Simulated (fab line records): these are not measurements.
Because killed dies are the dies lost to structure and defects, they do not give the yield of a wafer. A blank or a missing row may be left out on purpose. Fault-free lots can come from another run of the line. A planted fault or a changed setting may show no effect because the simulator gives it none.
A lot that was struck, set against a sound lot    flow n5 finfet    45 out of 1938 route steps
Sound: these wafers, L764.2, L764.4, L764.5. Struck: wafers L757.2, L757.3, L757.5. At the end, the cause is stated.
For every step that has rows: the tool of each side, followed by ch and its chambers, followed by its first start. Under that, the readings that differ: sound wafers    struck wafers    difference of the means    sigmas: that difference in standard deviations of wafers without a fault.
alike: words and numbers the same on both sides, and readings whose means are apart by under 2 such deviations; not compared: readings that were withheld, readings missing a value for some wafer, numbers with overlapping values and no deviation given by the record, and bounds like >300 which may hide the same value.
Wherever a step has rows on one side only, a row that says differs or no value, or a row with sigmas, the two part there. When numbers do not overlap yet have no deviation, they are printed without sigmas and do not part them. Lack of a reading on every wafer of one side parts them only where that side has two or more wafers.

first, 11 steps without rows for these wafers: N5_BEOL_M4_DESCUM_33 (chemistry O2, time 7 s); N5_BEOL_M4_ETCH_77 (etches underlayer in N2/H2, target depth 6.5 nm, time 5.2 s); N5_BEOL_M4_ETCH_69 (etches SiARC in CF4, target depth 15.6 nm, time 26 s); N5_BEOL_M4_ALD_98 (deposits SiO2, target thk 2.5 nm, pulse time 1 s, co reactant pulse time 1 s); N5_BEOL_M4_ETCHBACK_99 (etches SiO2 in CHF3, target depth 5 nm, time 10.4 s); N5_BEOL_M4_ETCH_70 (etches SOC in N2/H2, target depth 80 nm, overetch 24 nm, time 130 s); N5_BEOL_M4_STRIP_71 (strips in N2/H2); N5_BEOL_M4_STRIP_78 (strips in N2/H2); N5_BEOL_M4_VIA_ETCH_34 (etches the open film in C4F6/O2, target depth 69.4 nm, time 65.9 s); N5_BEOL_M4_STRIP_83 (strips in C4F6/O2); N5_BEOL_M4_STRIP_36 (strips in N2/H2).
N5_BEOL_M4_TRENCH_ETCH_37: etches SiOC in C4F6/O2, target depth 55.555 nm, time 29.2 s.
  sound on rie diel-01 ch 2,3, day 14 21:11; struck on rie diel-03 ch 0,2, day 13 03:23
reading                                     sound              struck             difference  sigmas
oes product au (a.u.)                       0.83 0.82 0.83     0.76 0.58 0.58     -0.19       -3
model.BEOL_M4.feature depth nm (nm)         55.4 56.4 55.4     41 40.4 40.4       -15         
model.etch.depth nm (nm)                    55.31 56.49 55.43  41.06 40.31 40.39  -15.16      
model.TiN_of_BEOL_M4_HM_DEP_02.thk nm (nm)  18 18.2 18         18.4 18.4 18.4     +0.3        
  alike: bias w, drypump motor current A, rf fwd power W, rf vpp V, showerhead plenum p Torr, throttle valve pct
  not compared: rf hours counter h
then, 2 steps without rows for these wafers: N5_BEOL_M4_ETCH_41 (etches SiCN in CH3F/O2, target depth 29.9 nm, time 52.5 s); N5_BEOL_M4_STRIP_97 (strips in N2/H2, time 10 s).
N5_BEOL_M4_OCD_MEAS_38:
  sound: ocd-02 at day 14 21:20; struck: ocd-01 at day 13 03:32
reading               sound           struck          difference  sigmas
trench depth nm (nm)  54.5 56.4 55.5  41.6 40.4 40.5  -14.6       -21
then, 25 steps without rows for these wafers: N5_BEOL_M4_HM_STRIP_39 (strips TiN in peroxide tin strip, target depth 25 nm, time 158 s); N5_BEOL_M4_SRD_40 (time 30 s); N5_BEOL_M4_PRECLEAN_42 (cleans in residue remover, time 60 s); N5_BEOL_M4_SRD_43 (time 30 s); N5_BEOL_M4_DEGAS_44 (time 60 s); N5_BEOL_M4_PRE_CLEAN_45 (time 30 s); N5_BEOL_M4_ALD_84 (deposits TaN, pulse time 2 s, purge time 3 s, co reactant purge time 2 s); N5_BEOL_M4_SURFACE_TREAT_85; N5_BEOL_M4_CVD_47 (deposits Co from CCTBA/H2, target thk 3 nm, time 223.8 s); N5_BEOL_M4_SPUTTER_48 (material Cu, target thk 4.5 nm, time 8.29 s); N5_BEOL_M4_ANNEAL_49 (time 240 s); N5_BEOL_M4_SPUTTER_79 (material Cu, target thk 4.5 nm, time 8.29 s); N5_BEOL_M4_ANNEAL_80 (time 240 s); N5_BEOL_M4_SPUTTER_81 (material Cu, target thk 4.5 nm, time 8.29 s); N5_BEOL_M4_ANNEAL_82 (time 240 s); N5_BEOL_M4_SPUTTER_86 (material Cu, target thk 4.5 nm, time 8.29 s); N5_BEOL_M4_ANNEAL_87 (time 240 s); N5_BEOL_M4_SPUTTER_88 (material Cu, target thk 4.5 nm, time 8.29 s); N5_BEOL_M4_ANNEAL_89 (time 240 s); N5_BEOL_M4_SPUTTER_90 (material Cu, target thk 4.5 nm, time 8.29 s); N5_BEOL_M4_ANNEAL_91 (time 240 s); N5_BEOL_M4_SPUTTER_92 (material Cu, target thk 4.5 nm, time 8.29 s); N5_BEOL_M4_ANNEAL_93 (time 240 s); N5_BEOL_M4_SPUTTER_94 (material Cu, target thk 4.5 nm, time 8.29 s); N5_BEOL_M4_ANNEAL_95 (time 240 s).
N5_BEOL_M4_CMP_52: polishes, stops on SiOC, t overpolish 6.8 s, target thk 40 nm.
  sound on cmp-04 ch 1,2, day 15 02:14; struck on cmp-02 ch 0,2,3, day 13 08:18
reading                                 sound         struck          difference  sigmas
model.Cu_of_BEOL_M4_ECD_50.thk nm (nm)  41.6 41 41.4  27.4 26.6 24.8  -15.1       
  alike: barrier field endpoint s, clearing platen down force psi, head pressure psi, motor current A, overpolish run s, time to endpoint s
N5_BEOL_M4_THK_MEAS_53: measures by xrf.
  sound: film metro-01 at day 15 02:32; struck: film metro-01 at day 13 08:34
reading      sound           struck          difference  sigmas
M4_THK (nm)  42.0 41.5 42.0  27.8 26.8 25.1  -15.3       -11
N5_BEOL_M4_RS_MEAS_58: uses a four-point probe to measure.
  sound: film metro-01 at day 15 03:01; struck: film metro-02 at day 13 08:55
reading         sound              struck             difference  sigmas
M4_RS (ohm/sq)  0.637 0.649 0.639  1.099 1.147 1.263  +0.528      +20
N5_BEOL_M4_RC_MEAS_101:
  sound on prober-02 ch 0, day 15 03:14; struck on prober-01 ch 0, day 13 09:08
reading                    sound              struck             difference  sigmas
DIBL_N (mV/V)              35.2 35.2 34.4     38.5 38.3 37.4     +3.1        +3
IOFF_N (nA/um)             0.157 0.164 0.144  0.213 0.225 0.200  +0.058      +2
IOFF_P (nA/um)             0.170 0.172 0.162  0.240 0.244 0.228  +0.069      +2
SERP_M4 (ohm/um)           187 181 191        345 328 363        +159        +14
SERP_M4_max_site (ohm/um)  198 192 197        354 344 395        +169        +13
SS_N (mV/dec)              70.8 71.2 71.1     72.8 72.6 71.4     +1.2        +2
VT_P (mV)                  -257 -258 -257     -248 -248 -250     +9          +3
  alike: DIBL_P, ION_N, ION_P, SS_P, VT_N
-- the record jumps here: 4 days lie between the struck wafers' starts before and after (it left off in module BEOL_M4 and takes up again in module PASSIVATION, whose first step shown is number 1936 of the route) --
N5_PASSIVATION_PROBE_49:
  sound: prober-02 at day 19 11:20; struck: prober-02 at day 17 13:38
reading               sound     struck          difference  sigmas
killed_at_M4_up       21 11 19  29 25 72        +25         +4
sort_bin_8_speed (%)  0 0 0     1.86 1.10 4.15  +2.37       +99 or more
  alike: defect limited yield, killed_at_M0_to_M3, killed at contacts, killed at front end, killed at other, killed dies, killed open, killed short, sort_bin_5_function, sort_bin_6_memory, sort n pass

## WHERE THEY PART
Last at N5_PASSIVATION_PROBE_49 as far as this record goes, first at N5_BEOL_M4_TRENCH_ETCH_37.

WHY: what had been put in by the simulator
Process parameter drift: rie diel-03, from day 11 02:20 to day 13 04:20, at N5_BEOL_M4_TRENCH_ETCH_37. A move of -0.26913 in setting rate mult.
